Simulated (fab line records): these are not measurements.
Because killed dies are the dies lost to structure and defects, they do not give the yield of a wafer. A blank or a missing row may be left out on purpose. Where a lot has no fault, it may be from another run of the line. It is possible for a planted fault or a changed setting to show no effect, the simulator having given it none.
What tool caused it? ; flow n5 finfet ; 10 lots, 29 wafers sampled, at 2 steps of a route of 1938

== WHAT EACH GAUGE READ, for each wafer ==
N5_MIM_TOP_LITHO_OVL_MEAS_11.
lot;measured;on;MIM_TOP_OVL (nm)
L168;day 12 14:13;overlay-01;-3 -6 -8
L169;day 12 18:44;overlay-02;1 2 1
L175;day 13 21:38;overlay-01;-6 -1 0
L176;day 14 15:32;overlay-02;-9 -5 0
L180;day 15 11:18;overlay-01;-7 -4 1
L182;day 16 08:50;overlay-02;0 -1 8
L185;day 16 12:55;overlay-02;-11 -10 -6
L186;day 18 02:18;overlay-02;3 -9 -4
L187;day 18 04:06;overlay-01;2 -2
L189;day 18 21:55;overlay-01;-5 -4 -7

== WHICH TOOL RAN EACH LOT (tool, then ch and the chambers of the sampled wafers, then the start) ==
lot;N5_BEOL_M1_ETCHBACK_99
L168;rie diel-01 ch 0,2,3, day 6 13:27
L169;rie diel-01 ch 0,1, day 6 23:28
L175;rie diel-01 ch 0,1, day 8 16:14
L176;rie diel-01 ch 0,1,2, day 9 01:50
L180;rie diel-02 ch 0,2,3, day 9 20:23
L182;rie diel-02 ch 1,2,3, day 10 14:10
L185;rie diel-02 ch 1,3, day 10 15:55
L186;rie diel-06 ch 0,3, day 11 21:05
L187;rie diel-01 ch 0,3, day 12 00:48
L189;rie diel-01 ch 1,2, day 12 04:58
- N5_BEOL_M1_ETCHBACK_99: etches SiO2 in CHF3, target depth 5 nm, time 10.4 s.

== THE ANSWER, worked out from the rows above alone ==
Rule: what is usual is taken from the lots themselves. Put in order of their means at a reading, lots are off if they are a third of the lots or fewer, leave a main group of 4 or more, and stand apart from it by a gap of 3 or more times the standard deviation of the main group's means; of several such gaps the widest counts. The tables above print the reading to a certain number of digits; a main group whose means all agree to those digits is not used. Also off: a lot with no number at a reading for which 4 or more lots have one. Where the step has rows for the other lots, those lots are counted as sound.
No lot is off on any of the readings shown, so nothing can be concluded from this.

== WHAT HAD BEEN PUT IN BY THE SIMULATOR ==
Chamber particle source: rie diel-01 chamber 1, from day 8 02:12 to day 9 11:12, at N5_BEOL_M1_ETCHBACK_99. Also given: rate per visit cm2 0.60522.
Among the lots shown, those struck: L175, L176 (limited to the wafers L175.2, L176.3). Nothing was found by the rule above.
